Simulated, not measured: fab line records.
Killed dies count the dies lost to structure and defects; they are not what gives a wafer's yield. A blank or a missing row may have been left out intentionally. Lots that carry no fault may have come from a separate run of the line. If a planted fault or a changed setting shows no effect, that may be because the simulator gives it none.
Code-filled problem report in 8D (eight disciplines) form || flow nand_harc || the parts of the form that need people (team, actions taken, sign-off) are left out

== 1. THE ISSUE ==
thk_nm at NHARC_P_M0_THK_MEAS_24 reads a mean of 110.3 nm on 6 wafers of 2 lots; wafers without a fault read 117.6 nm with a standard deviation of 1.3. That puts it -5.6 standard deviations away from the usual mean.
The step: measures by xrf.
First seen on wafer L155.1, day 7 10:50, on film_metro-01. The record holds 36 wafers of 12 lots with a number at this step. Rule for "out" (also "out of limits"): further than 4 standard deviations from the usual mean. The rest of the wafers with a number are treated as sound.

== 2. WHAT IT IS; WHAT IT IS NOT ==
{"question": "which readings at this step", "is": "thk_nm", "is not": "-"}
{"question": "which lots", "is": "L155, L160", "is not": "L150, L151, L152, L153, L163, L164, L165, L166, L171, L173"}
{"question": "which wafers of those lots", "is": "all that have a number", "is not": "-"}
{"question": "read on which gauges", "is": "film_metro-01, film_metro-02", "is not": "-"}
{"question": "when", "is": "from day 7 10:50", "is not": "up to then (12 sound wafers); but 18 sound wafers of L163, L164, L165, L166, L171, L173 came after"}

== 3. SUSPECTS, AND WHAT RULES EACH OUT ==
Counting: a tool at any process step up to the reading remains a suspect when it ran all the lots that are out and ran no sound lot after the first of those.
- the gauge at NHARC_P_M0_THK_MEAS_24: ruled out. The wafers that are out were read on 2 gauges (film_metro-01, film_metro-02).
- cmp-03 at NHARC_P_M0_CMP_23 (polishes, t overpolish 20 s, target thk 117.53 nm): ruled out as a lasting fault. After its first lot that is out, L155 (day 7 10:32), sound lots L173 ran on it.
Left after counting: nothing in the record.

== 4. THE CAUSE (what the simulator had put in) ==
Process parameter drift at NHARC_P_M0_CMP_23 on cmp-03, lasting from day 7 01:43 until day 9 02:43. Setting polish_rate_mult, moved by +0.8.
It was ruled out by counting, in error; the rule expects a fault to strike all lots run on its tool from its start on, and this fault did not.

== 5. THE EFFECT CHAIN, in route order ==
Rows list readings where the struck wafers' mean (over those with a number) sits beyond 3 standard deviations from the usual. Only readings whose record carries a usual standard deviation are examined. hours: median over the lots of the time between each lot's start at the first step of this table that gives one and its start at this step. sigmas: the change, counted in usual standard deviations.
{"hours": 0, "step": "NHARC_P_M0_CMP_23", "reading": "time_to_endpoint_s", "usual": "29.2 s", "on struck wafers": 15.6, "change": -13.6, "sigmas": -6.2}
{"hours": 0, "step": "NHARC_P_M0_THK_MEAS_24", "reading": "thk_nm", "usual": "117.6 nm", "on struck wafers": 110.3, "change": -7.3, "sigmas": -5.6}
Its process steps:
- NHARC_P_M0_CMP_23: polishes, t overpolish 20 s, target thk 117.53 nm.
Later measuring or inspecting steps at which every struck wafer that the step has a row for has a number for every such reading, and none has moved that far: NHARC_END_SORT_01.

== 6. WHAT WOULD HAVE CAUGHT IT SOONER ==
In this record the first reading out of limits at a measuring or inspecting step was taken at day 7 10:50, 9 hours after the fault began at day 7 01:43.
Tool's own readings at NHARC_P_M0_CMP_23, time_to_endpoint_s: out on all struck wafers the step has rows for; an alarm limit on them would have tripped on the first.
